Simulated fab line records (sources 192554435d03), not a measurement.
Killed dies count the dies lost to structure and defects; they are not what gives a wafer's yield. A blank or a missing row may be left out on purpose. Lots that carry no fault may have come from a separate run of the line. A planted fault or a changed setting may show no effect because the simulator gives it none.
One fault seen from 2 desks | flow n5Finfet | each desk holds nothing but its own numbers, with what lay behind them at the end

## TOOL OWNER'S DESK, lithoTrack-01
The tool's own readings at N5_WELL_APT_COAT_19 (resist thk 950 nm): means of the sampled wafers that have a number, for each lot that ran on this tool. Any lot whose mean is over 4 standard deviations away from the usual mean is out of limits and marked OUT; that distance is given in the brackets.
Columns: A = spinSpeedRpm at N5_WELL_APT_COAT_19, usual 1357.0 rpm
lot  | first seen here | A
L990 | day 1 14:40     | 1356.3
L103 | day 4 20:32     | 1356.7
L104 | day 5 02:49     | 1428.4 (+60) OUT
L105 | day 5 08:40     | 1428.0 (+59) OUT
This desk finds L104, L105 out of limits, L104 being first, at day 5 02:49 (spinSpeedRpm at N5_WELL_APT_COAT_19). L990, L103 stayed within limits.

## THE METROLOGY DESK
What the gauges read for every lot (on any tool): the sampled wafers with a number, averaged. Any lot whose mean is over 4 standard deviations away from the usual mean is out of limits and marked OUT; that distance is given in the brackets. It has 10 readings; the 7 that lie furthest out on some lot are the ones shown.
Columns: A = DIBL_N at N5_BEOL_M4_RC_MEAS_101, usual 35.7 mV/V; B = DIBL_P at N5_BEOL_M4_RC_MEAS_101, usual 35.7 mV/V; C = IOFF_N at N5_BEOL_M4_RC_MEAS_101, usual 0.155 nA/um; D = ION_N at N5_BEOL_M4_RC_MEAS_101, usual 675 uA/um; E = ION_P at N5_BEOL_M4_RC_MEAS_101, usual 462 uA/um; F = SS_N at N5_BEOL_M4_RC_MEAS_101, usual 71.3 mV/dec; G = SS_P at N5_BEOL_M4_RC_MEAS_101, usual 73.1 mV/dec
lot  | first seen here | A    | B    | C     | D   | E   | F    | G
L990 | day 8 07:52     | 36.4 | 35.8 | 0.155 | 669 | 460 | 71.5 | 73.0
L992 | day 9 02:08     | 34.6 | 34.8 | 0.156 | 682 | 465 | 71.2 | 72.6
L102 | day 11 12:53    | 35.0 | 35.3 | 0.161 | 684 | 473 | 71.1 | 73.4
L103 | day 11 15:58    | 37.9 | 38.1 | 0.194 | 686 | 464 | 71.5 | 73.4
L105 | day 11 20:23    | 37.2 | 37.3 | 0.162 | 674 | 459 | 71.7 | 73.0
L104 | day 12 03:38    | 35.3 | 35.7 | 0.149 | 674 | 462 | 70.6 | 73.2
L110 | day 13 17:22    | 35.0 | 35.5 | 0.144 | 667 | 457 | 71.1 | 72.8
L111 | day 14 00:05    | 34.9 | 34.5 | 0.152 | 671 | 461 | 71.0 | 72.8
L113 | day 14 08:04    | 36.5 | 38.2 | 0.174 | 679 | 463 | 72.1 | 73.1
This desk found nothing out of limits on any of the 9 lots.

## ALL TOGETHER
The tool owner's desk had the chance to raise an alarm at day 5 02:49 on L104, L105.
At the metrology desk, nothing out of limits was observed.
The metrology desk has L104, L105 on record, within its limits.
N5_WELL_APT_COAT_19 was run on lithoTrack-01 by each of the lots named.

## WHAT WAS PUT IN BY THE SIMULATOR
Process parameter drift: lithoTrack-01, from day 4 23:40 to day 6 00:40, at N5_WELL_APT_COAT_19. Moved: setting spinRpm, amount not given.
Lots struck among those shown: L104, L105.
How many hours passed from the start of the fault until each desk's first out-of-limits reading: the tool owner's desk, 3.
